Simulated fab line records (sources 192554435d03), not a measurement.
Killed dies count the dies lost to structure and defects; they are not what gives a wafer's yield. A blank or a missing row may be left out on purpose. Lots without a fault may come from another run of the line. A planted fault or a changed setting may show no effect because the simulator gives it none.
Which tool was responsible? | flow n5-finfet | Sampling: 10 lots, 30 wafers, 3 of 1938 route steps

## WHAT THE GAUGES READ, wafer by wafer
N5_PASSIVATION_OVL_MEAS_63. Usual: for PAD_OVL the level is -1 nm and the standard deviation is 5.1.
lot  | measured     | on         | PAD_OVL (nm) | flag
L671 | day 12 10:29 | overlay-02 | -5 -6 0      |
L673 | day 12 18:35 | overlay-01 | -10 -3 -7    |
L672 | day 12 17:55 | overlay-02 | 0 1 -5       |
L675 | day 13 11:02 | overlay-02 | -1 -1 -4     |
L678 | day 13 15:40 | overlay-02 | 2 -5 0       |
L680 | day 14 18:50 | overlay-02 | 2 2 -8       |
L687 | day 15 20:02 | overlay-01 | 2 -10 -14    |
L690 | day 16 23:15 | overlay-02 | 3 4 3        |
L691 | day 17 15:04 | overlay-02 | -4 -3 0      |
L693 | day 17 23:26 | overlay-02 | 0 -3 8       |

## EACH LOT AND THE TOOL THAT RAN IT (in order: tool; ch and the chambers of the sampled wafers; start)
lot  | N5_BEOL_M14_ETCH_67                | N5_PASSIVATION_AL_DEP_21
L671 | rie-diel-04 ch 0,1,3, day 11 15:17 | pvd-sputter-03, day 12 09:59
L673 | rie-diel-02 ch 1,2, day 11 16:01   | pvd-sputter-02, day 12 17:57
L672 | rie-diel-04 ch 1,3, day 11 23:10   | pvd-sputter-02, day 12 17:25
L675 | rie-diel-02 ch 0,1,2, day 12 16:40 | pvd-sputter-02, day 13 10:25
L678 | rie-diel-04 ch 1,2,3, day 12 19:53 | pvd-sputter-02, day 13 15:10
L680 | rie-diel-02 ch 0,1,3, day 13 23:18 | pvd-sputter-03, day 14 18:20
L687 | rie-diel-02 ch 0,3, day 15 03:17   | pvd-sputter-03, day 15 19:25
L690 | rie-diel-02 ch 0,1,3, day 16 05:20 | pvd-sputter-01, day 16 22:37
L691 | rie-diel-05 ch 1,2,3, day 16 19:48 | pvd-sputter-03, day 17 14:34
L693 | rie-diel-05 ch 0,2,3, day 17 00:58 | pvd-sputter-03, day 17 22:47
- N5_BEOL_M14_ETCH_67: etches SiARC in CF4, target depth 143 nm, time 238.3 s.
- N5_PASSIVATION_AL_DEP_21: deposits Al, target thk 2800 nm, time 170 s.

## AS READ BY THE TOOLS THEMSELVES (means over the sampled wafers that have a number; for cases with no such wafer, the mark the record gives instead)
N5_BEOL_M14_ETCH_67. Usual: for drypump-motor-current-A, 5.7 A with a standard deviation of 0.46; for etch-rf-on-time-s, 237 s with a standard deviation of 5; for oes-product-au, 0.69 a.u. with a standard deviation of 0.056; for rf-fwd-power-W, 543.1 W with a standard deviation of 1.6; for rf-vpp-V, 184.1 V with a standard deviation of 1.2; for showerhead-plenum-p-Torr, 2.15 Torr with a standard deviation of 0.076; for throttle-valve-pct, 15.56 % with a standard deviation of 0.24.
lot  | tool        | drypump-motor-current-A (A) | etch-rf-on-time-s (s) | oes-product-au (a.u.) | rf-fwd-power-W (W) | rf-vpp-V (V) | showerhead-plenum-p-Torr (Torr) | throttle-valve-pct (%) | flag
L671 | rie-diel-04 | 5.3                         | 235                   | 0.66                  | 544.1              | 183.2        | 2.08                            | 15.69                  |
L673 | rie-diel-02 | 5.8                         | 233                   | 0.65                  | 542.6              | 183.3        | 2.11                            | 15.75                  |
L672 | rie-diel-04 | 5.3                         | 233                   | 0.69                  | 543.0              | 183.6        | 2.13                            | 15.63                  |
L675 | rie-diel-02 | 6.1                         | 235                   | 0.70                  | 544.3              | 184.6        | 2.19                            | 15.51                  |
L678 | rie-diel-04 | 5.6                         | 234                   | 0.69                  | 543.0              | 184.5        | 2.12                            | 15.53                  |
L680 | rie-diel-02 | 6.0                         | 237                   | 0.67                  | 542.1              | 184.3        | 2.15                            | 15.50                  |
L687 | rie-diel-02 | 5.8                         | 236                   | 0.68                  | 541.2              | 185.5        | 2.19                            | 15.44                  |
L690 | rie-diel-02 | 6.0                         | 234                   | 0.75                  | 543.6              | 183.8        | 2.23                            | 15.36                  |
L691 | rie-diel-05 | 5.8                         | 241                   | 0.67                  | 543.2              | 183.1        | 2.10                            | 15.54                  |
L693 | rie-diel-05 | 5.7                         | 243                   | 0.66                  | 543.6              | 184.6        | 2.12                            | 15.71                  |

N5_PASSIVATION_AL_DEP_21. Usual: chamber-pressure-pa 0.4001 Pa, standard deviation 0.0008; throttle-valve-pct 30.1 %, standard deviation 1.
lot  | tool           | chamber-pressure-pa (Pa) | throttle-valve-pct (%) | flag
L671 | pvd-sputter-03 | 0.4006                   | 30.1                   |
L673 | pvd-sputter-02 | 0.4004                   | 30.5                   |
L672 | pvd-sputter-02 | 0.3998                   | 30.8                   |
L675 | pvd-sputter-02 | 0.4006                   | 31.1                   |
L678 | pvd-sputter-02 | 0.4003                   | 30.8                   |
L680 | pvd-sputter-03 | 0.4004                   | 29.3                   |
L687 | pvd-sputter-03 | 0.3996                   | 29.0                   |
L690 | pvd-sputter-01 | 0.3996                   | 30.2                   |
L691 | pvd-sputter-03 | 0.4001                   | 29.1                   |
L693 | pvd-sputter-03 | 0.4002                   | 29.3                   |

## THE ANSWER, worked out from the rows above alone
Rule: a lot counts as off when the mean over its wafers that have a number is more than 3 standard deviations away from the usual mean. Also off: a lot with no number at a reading for which 4 or more lots have one. Any other lot the step has rows for is counted as sound. The gauges are gone through in route order, then the tools' own readings, and for those a lot's mean is taken as printed above. The first step at which some lot is off is used, and at that step the reading that is off furthest; a lot without a number counts as furthest.
No lot is off on any of the readings shown, so nothing can be concluded from this.

## WHAT THE SIMULATOR PUT IN
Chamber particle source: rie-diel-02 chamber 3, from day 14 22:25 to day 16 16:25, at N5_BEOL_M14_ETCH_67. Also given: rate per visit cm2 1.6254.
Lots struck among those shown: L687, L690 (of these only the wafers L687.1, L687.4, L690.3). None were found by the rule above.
